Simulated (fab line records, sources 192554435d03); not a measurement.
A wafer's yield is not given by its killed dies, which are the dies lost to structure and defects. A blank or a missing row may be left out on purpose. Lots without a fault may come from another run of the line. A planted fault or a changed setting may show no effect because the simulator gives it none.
Chamber matching | flow n5Finfet | 4 sister chambers for N5_BEOL_M8_ALD_77 on aldMetal-01
The step deposits TaN, target thk 2 nm, pulse time 2 s, purge time 3 s. 4 wafers are shown with their chamber, then 8 later ones without.

## WAFERS PAIRED WITH THEIR CHAMBERS
wafer  | chamber | heaterPowerW (W)
L079.5 | 0       | 401
L084.2 | 3       | 400
L085.5 | 2       | 473
L092.2 | 1       | 413

## WAFERS MISSING THEIR CHAMBER
wafer  | heaterPowerW (W)
L092.4 | 402
L092.5 | 474
L095.1 | 397
L095.3 | 466
L095.6 | 399
L097.1 | 476
L097.2 | 410
L097.5 | 407

## CHAMBER TAKEN BY EACH
wafer  | from the rows above          | in truth
L092.4 | can't be placed: 0 or 3      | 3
L092.5 | 2                            | 2
L095.1 | can't be placed: 3 or 0      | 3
L095.3 | 2                            | 2
L095.6 | can't be placed: 3 or 0      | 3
L097.1 | 2                            | 2
L097.2 | can't be placed: 1 or 0 or 3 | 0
L097.5 | can't be placed: 0 or 1 or 3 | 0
Correctly placed: 3 of 8. Not placeable from these rows: 5 (in 5, the candidates include the true chamber). Wrongly placed: 0.
How it was worked out, from the rows above alone: a wafer's distance from a chamber is the root of the sum, over the readings, of the square of ((its reading less the chamber's mean) divided by the reading's scatter). The wafer belongs to the nearest chamber; if the next one is less than 2 further off, it can't be placed. For every chamber, the mean is computed from those of its wafers that are shown. The scatter: root of mean squared gap, hidden wafer to nearest shown wafer, with one shown wafer a chamber.
